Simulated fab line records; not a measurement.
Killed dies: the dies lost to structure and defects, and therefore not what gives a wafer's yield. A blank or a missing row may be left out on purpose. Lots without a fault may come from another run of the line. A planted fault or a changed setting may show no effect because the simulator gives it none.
Matching of chambers    flow nandHarc    NHARC_A_ONON_D1_DEP_33 on pecvd-03 has 3 sister chambers
The step deposits SiO2, target thk 200 nm. 6 wafers are shown with their chamber, then 8 later ones without.

EACH WAFER AND ITS CHAMBER
wafer   chamber  throttleValvePct (%)  heaterPowerW (W)
L082.4  1        16.5                  637
L084.1  1        16.5                  561
L088.1  2        16.2                  414
L088.5  0        15.7                  560
L088.6  2        16.2                  433
L091.1  0        15.5                  446

WAFERS MISSING THEIR CHAMBER
wafer   throttleValvePct (%)  heaterPowerW (W)
L091.3  16.6                  583
L091.5  16.5                  581
L091.2  16.3                  437
L091.4  16.7                  452
L091.6  15.4                  461
L096.1  15.4                  535
L096.3  16.3                  495
L096.5  15.9                  465

THE CHAMBER EACH PASSED THROUGH
wafer    from the rows above       in truth
L091.3   1                         1
L091.5   1                         1
L091.2   2                         2
L091.4   1                         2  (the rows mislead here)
L091.6   0                         0
L096.1   0                         0
L096.3   can't be placed: 2 or 1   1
L096.5   can't be placed: 0 or 2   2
Correct placement for 5 of the 8. Cannot be placed on the basis of these rows: 2; the candidates contain the true chamber in 2. Wrongly placed: 1.
How it was worked out, from the rows above alone: a wafer's distance from a chamber is the root of the sum, over the readings, of the square of ((its reading less the chamber's mean) divided by the reading's scatter). The wafer belongs to the nearest chamber; if the next one is less than 2 further off, it can't be placed. Each chamber's mean is taken over the wafers shown for it. The scatter is the square root of a quotient: the sum, over the shown wafers, of each reading's squared deviation from its chamber's mean, divided by wafers minus chambers.
